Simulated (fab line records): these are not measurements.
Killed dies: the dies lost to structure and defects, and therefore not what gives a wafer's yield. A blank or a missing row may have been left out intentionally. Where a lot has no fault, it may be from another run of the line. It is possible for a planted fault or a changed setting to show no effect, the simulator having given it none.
Which of the tools did it? :: flow n5Finfet :: route of 1938 steps, sampled at 1 step: 12 lots, 36 wafers

== WHAT EACH GAUGE READ, for each wafer ==
N5_BEOL_M12_OVL_MEAS_11.
lot: L075
measured: day 13 14:14
on: overlay-01
V11_OVL (nm): 3 9 6

lot: L077
measured: day 14 03:34
on: overlay-02
V11_OVL (nm): 1 8 6

lot: L080
measured: day 14 20:16
on: overlay-01
V11_OVL (nm): 1 14 3

lot: L083
measured: day 15 01:53
on: overlay-01
V11_OVL (nm): 13 6 17

lot: L084
measured: day 15 09:52
on: overlay-01
V11_OVL (nm): 5 -3 2

lot: L092
measured: day 15 22:34
on: overlay-01
V11_OVL (nm): 7 10 2

lot: L088
measured: day 16 15:42
on: overlay-02
V11_OVL (nm): 6 5 -2

lot: L089
measured: day 16 22:29
on: overlay-01
V11_OVL (nm): 4 0 8

lot: L091
measured: day 17 03:55
on: overlay-01
V11_OVL (nm): 2 1 3

lot: L097
measured: day 18 14:02
on: overlay-01
V11_OVL (nm): 8 6 13

lot: L079
measured: day 18 14:57
on: overlay-01
V11_OVL (nm): 9 10 9

lot: L095
measured: day 19 12:49
on: overlay-01
V11_OVL (nm): 5 13 8

== WHICH TOOL RAN EACH LOT (tool, then ch and the chambers of the sampled wafers, then the start) ==
Before these readings, the record contains no process step.

== THE ANSWER, worked out from the rows above alone ==
Rule: usual is defined by the lots themselves. The widest of any qualifying gaps counts: lots, ordered by their means at a reading, are off when they make up no more than a third of the lots, leave a main group of 4 or more, and stand apart from it by 3 or more times the standard deviation of that group's means. If all means in a main group match to the digits the tables above print for the reading, that group is not used. A lot without any number at a reading at which 4 lots or more have one is off too. All remaining lots with rows at the step are treated as sound.
Across all readings shown, no lot is off: no conclusion can be drawn from this.

== WHAT THE SIMULATOR HAD PUT IN ==
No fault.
